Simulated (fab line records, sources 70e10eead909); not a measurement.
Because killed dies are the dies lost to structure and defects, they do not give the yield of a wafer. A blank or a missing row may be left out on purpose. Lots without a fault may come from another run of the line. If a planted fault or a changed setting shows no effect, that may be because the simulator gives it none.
fab line records	flow nand-harc
record lots=24	wafers=72	last-day=33
route steps=1302 shown A_WL_FILL@954 A_CONTACT@998
lots with no fault: from the same line, run without faults
start-h: hours from the record's first day to the start of the lot's first wafer shown	wait-h: how many hours have passed since the lot's step before this one	" identical to the entry in the row above	L1.1+2: a single row standing in for several wafers	- no value present, or no start provided	* or withheld: withheld	< > ~ a bound
route shown NAME@n: names a module that has steps shown in the file, with the first one's number in the route	usual: average and standard deviation across the fault-free wafers	same: alike in all rows	chamber/n: place in a boat	sites: the reading at each site	_std_site: how widely they spread, as a standard deviation	_edge_site: inner sites' mean taken away from outer sites' mean	radius-mm: for every site, how far away it sits from the centre of the wafer	mask NAME#n: copy n	behind: the most recent tool/chamber to have shaped the wafer	hold: the reason the lot was held/the length of the hold in hours/how it ended	device: the transistor (n, p or np) that didn't switch	end of line: at the end of the route, the tests of the same wafers	a step with no rows: only its recipe	killed: count of dies lost to structure and defects at first sort (not the wafer's yield)	map: a wafer's dies, x killed, . not, _ none there
set.NAME: the setting that was run; set.NAME@STEP: the one run at that earlier step	model.NAME: the simulator's own value behind a step, which no gauge read
steps of the route over a sample of lots; a table a step, a row a wafer
services: the hour from which a tool's chamber was out of use, counted from the record's first day as start-h (under 0 if before that day), plus the number of hours and why
## steps
# step NHARC_A_WL_FILL_ALD_02
# recipe target-thk-a=20	pulse-time-s=3	ald-cycles=100	temp-c=450	material=TiN
# usual heater-power-w=1097/110	precursor-pulse-height-rel=1.000/0.019
lot.wafer	tool	chamber	start-h	wait-h	heater-power-w	precursor-pulse-height-rel
L074.2	ald-metal-01	3	473.17	0.2	1158	0.980
L074.1	"	0	"	"	1057	1.002
L074.3	"	1	"	"	1057	0.989
L075.3	ald-metal-02	0	473.25	0.2	1301	0.998
L075.1	"	1	"	"	913	1.047
L075.5	"	3	"	"	1270	1.001
L076.1	ald-metal-03	3	484.79	0.2	1139	1.015
L076.4	"	1	"	"	1233	1.010
L076.5	"	0	"	"	1041	0.996
L077.4	ald-metal-01	1	504.51	0.1	1001	0.995
L077.2	"	2	"	"	948	0.992
L077.6	"	2	"	"	948	1.001
L078.3	ald-metal-03	1	506.76	0.2	1210	0.991
L078.1	"	2	"	"	1034	1.017
L078.2	"	3	"	"	1101	1.019
L079.3	ald-metal-01	2	521.99	0.1	936	0.994
L079.2	"	3	"	"	1163	1.045
L079.1	"	0	"	"	1041	1.001
L081.1	ald-metal-02	3	527.69	0.2	1259	0.998
L081.3	"	1	"	"	871	0.973
L081.5	"	3	"	"	1252	1.010
L080.2	ald-metal-02	0	529.97	0.2	1305	1.006
L080.1	"	3	"	"	1299	0.992
L080.6	"	0	"	"	1289	1.038
L082.3	ald-metal-02	3	547.83	0.1	1250	0.978
L082.2	"	1	"	"	860	1.005
L082.1	"	2	"	"	1076	1.011
L083.2	ald-metal-01	1	548.07	0.2	1013	1.047
L083.1	"	2	"	"	959	1.017
L083.6	"	3	"	"	1096	1.016
L085.1	ald-metal-01	3	565.15	0.2	1134	0.980
L085.4	"	0	"	"	1131	0.970
L085.5	"	3	"	"	1133	0.998
L084.2	ald-metal-01	2	576.29	0.2	996	1.011
L084.3	"	3	"	"	1136	0.998
L084.6	"	1	"	"	1000	1.010
L086.2	ald-metal-03	3	583.74	0.2	1110	1.004
L086.1	"	1	"	"	1275	1.020
L086.5	"	3	"	"	1099	0.977
L087.1	ald-metal-01	3	598.81	0.2	1093	0.984
L087.2	"	0	"	"	1124	1.007
L087.4	"	1	"	"	978	1.014
L089.1	ald-metal-01	1	616.01	0.2	1014	0.979
L089.2	"	0	"	"	1138	1.006
L089.6	"	2	"	"	971	1.000
L088.4	ald-metal-03	2	616.30	0.1	1091	0.989
L088.2	"	3	"	"	1065	0.998
L088.5	"	2	"	"	1066	0.982
L091.3	ald-metal-01	0	635.29	0.2	1136	0.989
L091.4	"	1	"	"	997	0.988
L091.2	"	2	"	"	960	0.972
L090.1	ald-metal-03	3	635.46	0.2	1080	0.995
L090.3	"	0	"	"	1083	0.986
L090.6	"	3	"	"	1108	1.024
L093.3	ald-metal-03	3	662.39	0.1	1096	1.011
L093.4	"	0	"	"	1070	0.996
L093.1	"	2	"	"	1078	1.015
L092.2	ald-metal-01	0	662.56	0.2	1169	0.999
L092.4	"	1	"	"	969	0.994
L092.3	"	2	"	"	1016	1.027
L096.1	ald-metal-03	1	676.36	0.2	1311	1.007
L096.2	"	2	"	"	1081	1.009
L096.5	"	1	"	"	1286	1.019
L095.1	ald-metal-02	3	676.39	0.3	1263	1.014
L095.2	"	0	"	"	1230	0.992
L095.5	"	1	"	"	889	1.003
L094.3	ald-metal-03	0	680.00	0.2	1069	0.984
L094.1	"	1	"	"	1237	1.002
L094.6	"	0	"	"	1077	1.013
L097.2	ald-metal-02	0	686.39	0.2	1242	0.995
L097.4	"	1	"	"	901	1.004
L097.3	"	2	"	"	1001	1.007
# step NHARC_A_WL_FILL_ETCHBACK_26
# recipe target-depth-a=520	time-s=13.3	hbr-flow-sccm=150	rf-w=350	icp-w=350	bias-w=60	chemistry=HBr
# usual drypump-motor-current-A=5.6/0.39	he-backside-leak-sccm=2.70/0.27	oes-product-au=1.000/0.0071	rf-fwd-power-W=342.7/1.8	throttle-valve-pct=23.266/0.0094
# same time-s=13.3
lot.wafer	tool	chamber	start-h	wait-h	drypump-motor-current-A	he-backside-leak-sccm	oes-product-au	rf-fwd-power-W	rf-hours-counter-h	throttle-valve-pct
L074.1	rie-si-03	3	491.24	0.4	6.1	2.31	0.990	340.7	0.62	23.288
L074.2	"	1	"	"	6.2	2.55	0.992	342.3	0.55	23.269
L074.3	"	2	"	"	6.1	3.13	1.010	343.5	0.46	23.268
L075.1	rie-si-04	3	491.24	0.4	5.0	2.61	0.995	342.1	0.78	23.258
L075.3	"	2	"	"	5.8	2.63	0.999	341.3	0.79	23.261
L075.5	"	3	"	"	5.0	2.56	1.000	343.0	-	23.258
L076.4	rie-si-03	2	500.96	0.4	6.1	2.81	1.004	344.3	0.50	23.243
L076.1	"	3	"	"	6.1	1.98	1.002	341.8	0.69	23.268
L076.5	"	3	"	"	6.1	2.13	1.003	341.1	-	23.272
L077.2	rie-si-03	1	521.62	0.4	6.2	2.36	0.988	341.0	0.70	23.274
L077.4	"	3	"	"	6.1	2.32	0.981	340.5	0.77	23.278
L077.6	"	1	"	"	6.2	2.47	0.990	341.8	-	23.249
L078.1	rie-si-05	2	521.63	0.4	5.5	2.84	1.010	342.1	0.18	23.269
L078.2	"	3	"	"	5.4	3.08	0.997	343.7	0.22	23.258
L078.3	"	0	"	"	5.4	2.97	1.005	342.3	0.21	23.267
L079.2	rie-si-05	0	538.81	0.4	5.4	2.91	1.007	340.1	0.35	23.266
L079.3	"	1	"	"	5.4	2.60	1.001	344.2	0.32	23.253
L079.1	"	3	"	"	5.4	2.90	1.003	344.7	0.32	23.275
L080.1	rie-si-04	0	543.72	0.4	5.9	2.49	1.012	341.4	0.08	23.262
L080.2	"	2	"	"	5.8	2.97	1.015	341.8	0.10	23.255
L080.6	"	0	"	"	5.9	2.49	1.012	342.1	-	23.276
L081.1	rie-si-05	0	546.94	0.4	5.4	2.54	1.008	341.5	0.40	23.256
L081.3	"	1	"	"	5.4	2.60	1.006	343.7	0.38	23.276
L081.5	"	1	"	"	5.4	2.67	0.997	344.1	-	23.289
L083.1	rie-si-04	0	563.99	0.4	5.9	2.48	0.997	341.5	0.24	23.250
L083.2	"	1	"	"	4.8	2.56	1.010	340.0	0.26	23.264
L083.6	"	0	"	"	5.9	2.37	1.005	342.0	-	23.266
L082.2	rie-si-05	0	566.81	0.4	5.4	2.89	0.995	342.2	0.43	23.275
L082.1	"	1	"	"	5.4	2.69	1.003	342.7	0.46	23.266
L082.3	"	2	"	"	5.5	2.72	0.997	344.9	0.42	23.274
L085.4	rie-si-03	3	585.32	0.4	6.1	2.29	0.999	339.9	0	23.269
L085.1	"	0	"	"	5.6	2.94	0.992	346.5	0	23.262
L085.5	"	2	"	"	6.1	2.93	1.002	343.4	-	23.275
L084.3	rie-si-05	3	592.38	0.4	5.4	2.88	0.999	344.5	0.67	23.269
L084.2	"	0	"	"	5.4	2.82	1.006	340.9	0.61	23.275
L084.6	"	1	"	"	5.4	2.55	1.007	343.3	-	23.274
L086.2	rie-si-05	1	603.36	0.4	5.4	2.62	1.001	343.1	0.66	23.266
L086.1	"	3	"	"	5.4	2.91	0.988	344.0	0.76	23.267
L086.5	"	1	"	"	5.4	2.67	1.003	344.5	-	23.250
L087.4	rie-si-05	1	614.94	0.4	5.4	2.55	0.998	343.0	0.71	23.260
L087.1	"	2	"	"	5.5	2.79	0.993	344.7	0.71	23.267
L087.2	"	0	"	"	5.4	2.84	1.008	341.7	0.73	23.266
L088.2	rie-si-05	3	635.27	0.4	5.4	2.85	1.005	344.4	0.89	23.261
L088.4	"	0	"	"	5.4	2.64	1.001	340.2	0.81	23.259
L088.5	"	3	"	"	5.4	3.06	1.005	346.0	-	23.267
L089.1	rie-si-04	2	635.28	0.4	5.9	2.79	0.994	340.8	0.71	23.279
L089.2	"	1	"	"	4.8	2.57	0.999	342.5	0.68	23.254
L089.6	"	2	"	"	5.9	2.61	0.997	341.6	-	23.261
L091.3	rie-si-04	3	651.72	0.4	5.0	2.61	0.989	343.0	0.80	23.258
L091.2	"	0	"	"	5.9	2.65	0.998	341.1	0.86	23.265
L091.4	"	2	"	"	5.8	2.75	0.994	342.2	0.83	23.257
L090.1	rie-si-05	0	651.72	0.4	5.4	2.81	0.999	341.4	0.91	23.260
L090.3	"	1	"	"	5.4	2.61	1.003	342.2	0.87	23.269
L090.6	"	3	"	"	5.4	2.95	1.004	345.1	-	23.274
L093.3	rie-si-03	2	678.86	0.4	6.1	2.91	0.995	342.2	0.78	23.270
L093.4	"	0	"	"	5.6	2.54	0.992	346.2	0.65	23.257
L093.1	"	1	"	"	6.2	2.48	0.987	343.2	0.75	23.279
L092.4	rie-si-04	1	678.86	0.4	4.8	2.72	1.004	342.0	0.88	23.263
L092.3	"	3	"	"	5.0	2.69	0.987	342.3	0.95	23.278
L092.2	"	0	"	"	5.9	2.39	0.998	340.9	0.99	23.284
L095.1	rie-si-05	3	692.85	0.4	5.4	3.00	0.988	345.5	0.16	23.265
L095.2	"	1	"	"	5.4	2.60	0.997	343.4	0.20	23.246
L095.5	"	3	"	"	5.4	3.00	0.991	344.3	-	23.261
L096.2	rie-si-03	2	692.85	0.4	6.1	2.88	0.989	344.0	0.85	23.246
L096.1	"	0	"	"	5.6	2.77	0.994	346.7	0.69	23.266
L096.5	"	1	"	"	6.2	2.45	0.990	341.8	-	23.275
L094.1	rie-si-05	0	696.44	0.4	5.4	2.65	0.994	341.3	0.28	23.272
L094.3	"	3	"	"	5.4	2.78	0.996	345.8	0.23	23.267
L094.6	"	0	"	"	5.4	2.66	0.999	340.9	-	23.266
L097.3	rie-si-04	3	705.44	0.4	5.0	2.57	0.995	339.5	0	23.260
L097.2	"	1	"	"	4.8	2.69	1.001	342.9	0	23.253
L097.4	"	2	"	"	5.8	2.46	0.999	342.0	0	23.259
# step NHARC_A_CONTACT_OVL_MEAS_43
# usual overlay-x-nm=-0.1/0.91	overlay-y-nm=0.1/0.85
lot.wafer	tool	chamber	start-h	wait-h	overlay-x-nm	overlay-y-nm
L074.1	overlay-01	-	500.90	-	-0.3	-0.4
L074.2	"	-	"	"	-0.4	-0.5
L074.3	"	-	"	"	-0.1	-0.7
L075.1	overlay-01	-	501.24	-	-0.7	-0.8
L075.3	"	-	"	"	-0.4	-1.0
L075.5	"	-	"	"	-0.2	-1.1
L076.1	overlay-02	-	510.39	-	0.1	0.7
L076.4	"	-	"	"	0.3	1.3
L076.5	"	-	"	"	0.5	0.7
L078.1	overlay-01	-	528.49	-	1.1	-0.4
L078.2	"	-	"	"	0.7	-0.7
L078.3	"	-	"	"	1.2	-0.4
L077.2	overlay-02	-	528.64	-	0.0	0.3
L077.4	"	-	"	"	-1.0	0.7
L077.6	"	-	"	"	-0.7	0.6
L079.1	overlay-02	-	545.71	-	-1.0	0.8
L079.2	"	-	"	"	-0.6	1.1
L079.3	"	-	"	"	-0.5	1.4
L080.1	overlay-01	-	551.17	-	-1.7	2.1
L080.2	"	-	"	"	-1.4	1.3
L080.6	"	-	"	"	-1.5	1.1
L081.1	overlay-01	-	553.88	-	-0.4	-0.7
L081.3	"	-	"	"	0.2	0.1
L081.5	"	-	"	"	0.3	0.0
L083.1	overlay-02	-	573.06	-	-0.8	1.5
L083.2	"	-	"	"	-1.0	1.3
L083.6	"	-	"	"	-0.8	2.3
L082.1	overlay-02	-	574.38	-	-1.4	0.1
L082.2	"	-	"	"	-1.8	0.4
L082.3	"	-	"	"	-1.9	0.4
L085.1	overlay-02	-	592.69	-	0.8	1.2
L085.4	"	-	"	"	0.5	1.1
L085.5	"	-	"	"	0.6	2.2
L084.2	overlay-01	-	599.39	-	1.0	-0.9
L084.3	"	-	"	"	0.9	-0.3
L084.6	"	-	"	"	0.4	-0.1
L086.1	overlay-01	-	610.13	-	0.2	0.1
L086.2	"	-	"	"	1.0	0.6
L086.5	"	-	"	"	0.9	-0.1
L087.1	overlay-01	-	624.98	-	-0.2	0.3
L087.2	"	-	"	"	0.2	0.6
L087.4	"	-	"	"	-0.2	0.3
L088.2	overlay-01	-	642.21	-	1.3	-1.4
L088.4	"	-	"	"	1.2	-1.3
L088.5	"	-	"	"	0.8	-0.7
L089.1	overlay-02	-	642.50	-	-0.9	-0.2
L089.2	"	-	"	"	-1.1	-0.2
L089.6	"	-	"	"	-1.0	0.1
L090.1	overlay-01	-	663.40	-	0.7	-0.9
L090.3	"	-	"	"	1.0	-0.6
L090.6	"	-	"	"	1.2	-0.2
L091.2	overlay-02	-	664.22	-	-1.2	0.2
L091.3	"	-	"	"	-1.7	-0.4
L091.4	"	-	"	"	-1.4	0.7
L093.1	overlay-02	-	687.54	-	-0.5	-1.5
L093.3	"	-	"	"	-0.5	-1.3
L093.4	"	-	"	"	0.0	-1.2
L092.2	overlay-01	-	687.77	-	0.5	0.2
L092.3	"	-	"	"	-0.1	0.3
L092.4	"	-	"	"	1.0	0.4
L095.1	overlay-01	-	699.54	-	0.3	-0.4
L095.2	"	-	"	"	0.7	0.4
L095.5	"	-	"	"	0.5	-0.5
L096.1	overlay-01	-	702.01	-	-0.1	0.7
L096.2	"	-	"	"	0.2	0.0
L096.5	"	-	"	"	0.0	0.1
L094.1	overlay-02	-	708.64	-	1.8	-0.6
L094.3	"	-	"	"	1.7	-0.1
L094.6	"	-	"	"	1.9	-0.8
L097.2	overlay-02	-	714.53	-	-0.9	-0.4
L097.3	"	-	"	"	-0.3	-0.4
L097.4	"	-	"	"	-0.6	-1.0
# step NHARC_A_CONTACT_ETCH_113
# recipe source-w=withheld	pressure-mtorr=20	bias-v=3000	time-s=190	target-depth-a=18500	ar-flow-sccm=withheld	c4f8-flow-sccm=withheld	o2-flow-sccm=withheld	chemistry=C4F8/O2/Ar
# usual oes-air-line-au=1.000/0.02
# same time-s=190
lot.wafer	tool	chamber	start-h	wait-h	oes-air-line-au	rf-hours-counter-h
L074.2	har-cap-etch-03	1	503.19	0.1	0.989	39
L074.1	"	0	"	"	1.017	39
L074.3	"	0	"	"	1.006	-
L075.1	har-cap-etch-02	1	503.54	0.1	0.979	80
L075.3	"	1	"	"	0.977	-
L075.5	"	0	"	"	1.003	-
L076.1	har-cap-etch-02	1	512.71	0.1	1.014	82
L076.4	"	0	"	"	1.013	-
L076.5	"	0	"	"	1.033	-
L078.2	har-cap-etch-02	0	530.80	0.1	0.997	86
L078.1	"	1	"	"	0.987	86
L078.3	"	0	"	"	1.014	-
L077.2	har-cap-etch-03	0	530.95	0.1	0.966	46
L077.4	"	0	"	"	0.990	-
L077.6	"	1	"	"	1.029	-
L079.2	har-cap-etch-03	0	548.00	0.1	1.002	49
L079.1	"	1	"	"	0.994	49
L079.3	"	1	"	"	1.024	-
L080.1	har-cap-etch-01	1	553.47	0.1	1.020	8
L080.2	"	0	"	"	0.989	8
L080.6	"	0	"	"	1.013	-
L081.1	har-cap-etch-03	0	556.20	0.1	0.999	51
L081.3	"	1	"	"	0.979	-
L081.5	"	1	"	"	1.006	-
L083.2	har-cap-etch-03	1	575.34	0.1	1.000	55
L083.1	"	0	"	"	0.983	55
L083.6	"	1	"	"	0.992	-
L082.2	har-cap-etch-01	0	576.71	0.1	1.023	13
L082.1	"	1	"	"	0.999	13
L082.3	"	0	"	"	1.021	-
L085.1	har-cap-etch-02	1	595.12	0.2	1.016	98
L085.4	"	0	"	"	0.990	-
L085.5	"	0	"	"	0.980	-
L084.2	har-cap-etch-01	1	601.69	0.1	1.013	17
L084.3	"	1	"	"	1.006	-
L084.6	"	0	"	"	1.013	-
L086.2	har-cap-etch-01	0	612.46	0.1	1.026	19
L086.1	"	1	"	"	1.002	19
L086.5	"	1	"	"	0.990	-
L087.2	har-cap-etch-03	1	627.27	0.1	0.977	63
L087.1	"	0	"	"	0.958	63
L087.4	"	0	"	"	0.985	-
L088.2	har-cap-etch-03	0	645.00	0.2	0.990	66
L088.4	"	0	"	"	0.997	-
L088.5	"	0	"	"	0.995	-
L089.1	har-cap-etch-02	1	645.18	0.1	0.965	105
L089.2	"	0	"	"	1.013	105
L089.6	"	1	"	"	0.993	-
L090.1	har-cap-etch-03	0	666.09	0.1	1.025	68
L090.3	"	0	"	"	0.996	-
L090.6	"	1	"	"	0.987	-
L091.2	har-cap-etch-01	0	667.05	0.1	1.005	28
L091.3	"	0	"	"	0.980	-
L091.4	"	1	"	"	1.005	-
L093.1	har-cap-etch-01	0	689.87	0.1	0.988	32
L093.4	"	1	"	"	0.990	-
L093.3	"	0	"	"	1.001	-
L092.2	har-cap-etch-03	0	690.06	0.1	1.036	73
L092.3	"	0	"	"	1.025	-
L092.4	"	1	"	"	1.034	-
L095.1	har-cap-etch-03	1	701.83	0.1	0.988	75
L095.2	"	0	"	"	0.967	75
L095.5	"	1	"	"	1.023	-
L096.1	har-cap-etch-02	0	704.28	0.1	1.018	115
L096.2	"	1	"	"	0.987	115
L096.5	"	0	"	"	1.000	-
L094.1	har-cap-etch-02	0	711.09	0.2	1.009	117
L094.3	"	0	"	"	0.989	-
L094.6	"	0	"	"	1.020	-
L097.2	har-cap-etch-02	1	717.60	0.1	1.003	120
L097.3	"	0	"	"	0.975	-
L097.4	"	1	"	"	1.047	-
# step NHARC_A_CONTACT_CD_MEAS_69
# recipe target-cd-nm=300	landing-energy-ev=500
# usual cd-nm=300.1/0.48
lot.wafer	tool	chamber	start-h	wait-h	cd-nm
L074.1	cd-sem-03	0	511.00	-	300.1
L074.2	"	0	"	"	300.0
L074.3	"	0	"	"	300.3
L075.1	cd-sem-01	0	511.47	-	300.8
L075.3	"	0	"	"	300.3
L075.5	"	0	"	"	300.7
L076.1	cd-sem-02	0	520.32	-	299.6
L076.4	"	0	"	"	299.4
L076.5	"	0	"	"	299.5
L078.1	cd-sem-03	0	538.61	-	300.2
L078.2	"	0	"	"	300.2
L078.3	"	0	"	"	300.1
L077.2	cd-sem-03	0	539.03	-	299.2
L077.4	"	0	"	"	299.7
L077.6	"	0	"	"	299.5
L079.1	cd-sem-03	0	556.55	-	300.4
L079.2	"	0	"	"	299.9
L079.3	"	0	"	"	300.2
L080.1	cd-sem-02	0	561.24	-	300.3
L080.2	"	0	"	"	299.6
L080.6	"	0	"	"	300.6
L081.1	cd-sem-02	0	566.37	-	300.7
L081.3	"	0	"	"	300.6
L081.5	"	0	"	"	299.7
L083.1	cd-sem-01	0	584.07	-	299.6
L083.2	"	0	"	"	299.7
L083.6	"	0	"	"	300.3
L082.1	cd-sem-01	0	586.24	-	299.4
L082.2	"	0	"	"	299.4
L082.3	"	0	"	"	300.1
L085.1	cd-sem-03	0	603.75	-	300.3
L085.4	"	0	"	"	300.1
L085.5	"	0	"	"	300.1
L084.2	cd-sem-02	0	609.57	-	300.3
L084.3	"	0	"	"	300.0
L084.6	"	0	"	"	299.9
L086.1	cd-sem-01	0	620.63	-	300.6
L086.2	"	0	"	"	299.9
L086.5	"	0	"	"	299.8
L087.1	cd-sem-02	0	635.32	-	300.4
L087.2	"	0	"	"	300.2
L087.4	"	0	"	"	299.8
L089.1	cd-sem-03	0	652.99	-	300.9
L089.2	"	0	"	"	300.0
L089.6	"	0	"	"	300.8
L088.2	cd-sem-03	0	653.48	-	300.2
L088.4	"	0	"	"	300.8
L088.5	"	0	"	"	300.3
L090.1	cd-sem-01	0	674.75	-	300.6
L090.3	"	0	"	"	300.3
L090.6	"	0	"	"	300.9
L091.2	cd-sem-03	0	674.95	-	300.2
L091.3	"	0	"	"	300.4
L091.4	"	0	"	"	299.7
L093.1	cd-sem-01	0	697.72	-	300.8
L093.3	"	0	"	"	300.9
L093.4	"	0	"	"	300.6
L092.2	cd-sem-02	0	698.08	-	299.2
L092.3	"	0	"	"	299.0
L092.4	"	0	"	"	299.6
L095.1	cd-sem-03	0	710.83	-	299.4
L095.2	"	0	"	"	299.6
L095.5	"	0	"	"	300.0
L096.1	cd-sem-01	0	714.01	-	299.8
L096.2	"	0	"	"	300.0
L096.5	"	0	"	"	300.1
L094.1	cd-sem-02	0	719.99	-	299.7
L094.3	"	0	"	"	299.7
L094.6	"	0	"	"	300.1
L097.2	cd-sem-02	0	725.50	-	300.0
L097.3	"	0	"	"	299.5
L097.4	"	0	"	"	300.2
# step NHARC_A_CONTACT_ETCH_78
# recipe target-depth-a=53000	over-etch-frac=0.3	time-s=1378	ion-energy-ev=150	o2-flow-sccm=400	cos-flow-sccm=20	ar-flow-sccm=0	rf-w=500	bias-w=300	chemistry=O2/COS
# usual drypump-motor-current-A=5.7/0.49	oes-product-au=1.001/0.007	rf-fwd-power-W=499.9/1.3	rf-vpp-V=315.3/2.6	showerhead-plenum-p-Torr=3.20/0.18	throttle-valve-pct=28.331/0.0092
# same time-s=1378
lot.wafer	tool	chamber	start-h	wait-h	drypump-motor-current-A	oes-product-au	rf-fwd-power-W	rf-hours-counter-h	rf-vpp-V	showerhead-plenum-p-Torr	throttle-valve-pct
L074.2	rie-diel-01	3	-	-	6.8	1.000	499.5	35	317.7	3.35	28.335
L074.1	"	0	"	"	5.4	1.010	499.7	39	313.6	3.02	28.331
L074.3	"	1	"	"	5.9	1.002	500.1	43	313.3	2.99	28.330
L075.1	rie-diel-01	0	-	-	5.4	0.987	500.1	39	312.0	3.02	28.332
L075.3	"	1	"	"	5.8	0.986	498.2	44	310.8	2.99	28.329
L075.5	"	2	"	"	5.8	1.009	501.3	-	316.1	3.19	28.328
L076.4	rie-diel-01	3	-	-	6.8	0.990	500.9	40	317.5	3.35	28.333
L076.1	"	0	"	"	5.4	0.996	500.0	42	312.4	3.02	28.351
L076.5	"	0	"	"	5.4	0.996	500.2	-	311.4	3.02	28.330
L078.1	rie-diel-11	2	-	-	5.1	1.010	499.1	13	317.6	3.35	28.326
L078.2	"	0	"	"	6.3	1.008	499.4	15	311.5	2.96	28.339
L078.3	"	1	"	"	5.5	1.002	501.9	15	317.2	3.36	28.332
L077.4	rie-diel-01	0	-	-	5.4	0.992	501.5	48	311.8	3.01	28.345
L077.2	"	1	"	"	5.8	0.999	501.0	53	310.2	2.98	28.352
L077.6	"	3	"	"	6.8	1.004	500.8	-	317.1	3.35	28.350
L079.1	rie-diel-11	1	-	-	5.5	0.998	498.8	17	318.5	3.36	28.322
L079.2	"	3	"	"	5.6	1.007	498.6	17	316.7	3.36	28.343
L079.3	"	0	"	"	6.4	1.003	498.4	18	311.8	2.96	28.333
L080.1	rie-diel-11	1	-	-	5.5	1.006	498.0	18	317.8	3.36	28.326
L080.2	"	3	"	"	5.6	0.995	499.8	17	317.9	3.36	28.316
L080.6	"	0	"	"	6.3	1.003	497.8	-	312.8	2.96	28.338
L081.1	rie-diel-11	3	-	-	5.7	1.003	500.6	19	318.1	3.36	28.334
L081.3	"	0	"	"	6.3	0.995	500.4	20	311.5	2.96	28.310
L081.5	"	0	"	"	6.3	1.000	499.6	-	311.6	2.96	28.316
L083.2	rie-diel-11	0	-	-	6.3	0.998	499.0	23	312.5	2.96	28.340
L083.1	"	1	"	"	5.5	1.001	498.8	22	316.6	3.36	28.330
L083.6	"	1	"	"	5.5	0.992	498.9	-	318.5	3.36	28.313
L082.3	rie-diel-11	1	-	-	5.5	0.986	500.1	23	317.0	3.36	28.336
L082.1	"	2	"	"	5.1	1.011	499.6	22	317.8	3.35	28.335
L082.2	"	0	"	"	6.3	0.996	499.1	24	311.7	2.96	28.325
L085.1	rie-diel-11	0	-	-	6.3	1.005	498.6	27	311.7	2.96	28.342
L085.4	"	1	"	"	5.5	1.001	499.1	26	317.2	3.36	28.343
L085.5	"	3	"	"	5.6	1.000	498.7	-	318.9	3.36	28.332
L084.3	rie-diel-04	1	-	-	5.0	0.990	498.9	21	318.5	3.36	28.339
L084.2	"	3	"	"	5.5	0.989	498.7	19	313.2	3.02	28.331
L084.6	"	1	"	"	5.0	0.999	500.9	-	318.1	3.36	28.323
L086.1	rie-diel-04	1	-	-	5.0	1.004	499.3	24	318.7	3.36	28.326
L086.2	"	0	"	"	5.7	0.997	499.9	25	314.9	3.28	28.338
L086.5	"	2	"	"	5.4	1.007	498.0	-	310.1	2.91	28.341
L087.4	rie-diel-04	2	-	-	5.4	1.001	499.3	27	312.2	2.90	28.327
L087.2	"	0	"	"	5.7	0.996	499.5	33	316.2	3.27	28.319
L087.1	"	1	"	"	5.0	1.013	500.3	30	318.6	3.36	28.344
L089.2	rie-diel-11	3	-	-	5.6	0.985	497.6	4	318.5	3.36	28.331
L089.1	"	1	"	"	5.5	0.996	500.7	5	316.3	3.36	28.312
L089.6	"	0	"	"	6.3	0.990	500.2	-	311.8	2.96	28.322
L088.2	rie-diel-11	2	-	-	5.1	0.999	497.9	5	317.4	3.34	28.340
L088.4	"	3	"	"	5.6	0.997	499.7	5	317.5	3.36	28.320
L088.5	"	2	"	"	5.1	0.990	498.9	-	316.6	3.34	28.336
L090.1	rie-diel-04	3	-	-	5.4	0.998	502.5	42	312.0	3.01	28.325
L090.3	"	0	"	"	5.7	0.995	500.2	43	316.9	3.27	28.345
L090.6	"	3	"	"	5.5	1.004	499.2	-	311.7	3.01	28.323
L091.3	rie-diel-01	3	-	-	6.8	0.997	498.2	43	316.4	3.32	28.318
L091.2	"	1	"	"	5.8	1.004	499.5	37	312.5	2.96	28.339
L091.4	"	2	"	"	5.9	1.009	499.8	46	316.1	3.16	28.343
L093.4	rie-diel-11	2	-	-	5.1	1.003	499.9	11	317.7	3.34	28.336
L093.3	"	3	"	"	5.6	0.994	499.2	12	317.1	3.35	28.345
L093.1	"	0	"	"	6.3	0.992	499.1	12	313.2	2.95	28.334
L092.4	rie-diel-04	3	-	-	5.4	0.995	501.6	53	312.6	3.01	28.337
L092.3	"	0	"	"	5.7	0.996	499.3	55	316.4	3.26	28.338
L092.2	"	1	"	"	5.0	1.010	501.4	47	318.3	3.35	28.334
L095.1	rie-diel-11	1	-	-	5.5	1.011	498.2	12	317.8	3.35	28.317
L095.2	"	3	"	"	5.6	1.005	501.4	14	316.9	3.35	28.338
L095.5	"	2	"	"	5.1	1.012	498.6	-	316.1	3.34	28.320
L096.2	rie-diel-11	1	-	-	5.5	1.009	500.5	13	315.3	3.35	28.321
L096.1	"	3	"	"	5.6	1.003	498.9	15	317.4	3.35	28.324
L096.5	"	1	"	"	5.5	1.007	500.6	-	316.7	3.35	28.320
L094.1	rie-diel-11	0	-	-	6.3	1.002	499.1	18	311.4	2.95	28.328
L094.3	"	2	"	"	5.1	1.007	499.8	16	318.1	3.33	28.313
L094.6	"	0	"	"	6.3	1.002	499.4	-	312.4	2.95	28.331
L097.3	rie-diel-11	3	-	-	5.6	1.000	499.4	19	317.8	3.35	28.325
L097.4	"	0	"	"	6.4	0.998	500.4	20	310.3	2.95	28.336
L097.2	"	1	"	"	5.5	1.011	498.5	17	317.2	3.35	28.326
## services
tool	chamber	start-h	hours	kind
ald-metal-02	-	451.81	1.0	repair
ald-metal-03	-	460.14	0.3	repair
ald-metal-02	-	461.39	0.6	repair
ald-metal-03	-	469.75	0.9	repair
rie-si-05	-	482.00	9.0	pm
rie-si-04	3	486.88	1.6	repair
rie-si-04	1	499.16	5.3	repair
rie-diel-11	3	518.81	2.8	repair
rie-si-04	-	519.00	9.0	pm
ald-metal-03	2	524.90	26.8	repair
ald-metal-01	-	526.00	10.0	pm
ald-metal-03	3	532.77	5.4	repair
rie-si-05	0	555.68	3.2	repair
ald-metal-03	-	568.00	10.0	pm
ald-metal-01	-	572.51	1.4	repair
rie-si-05	2	589.96	2.5	repair
rie-si-04	1	590.86	11.6	repair
ald-metal-03	0	607.66	5.6	repair
rie-diel-11	-	609.50	9.0	pm
rie-diel-11	1	656.67	20.0	repair
rie-si-05	-	659.00	9.0	pm
ald-metal-03	-	673.92	0.5	repair
rie-si-04	-	696.00	9.0	pm
ald-metal-01	-	704.00	10.0	pm
## key
fault none
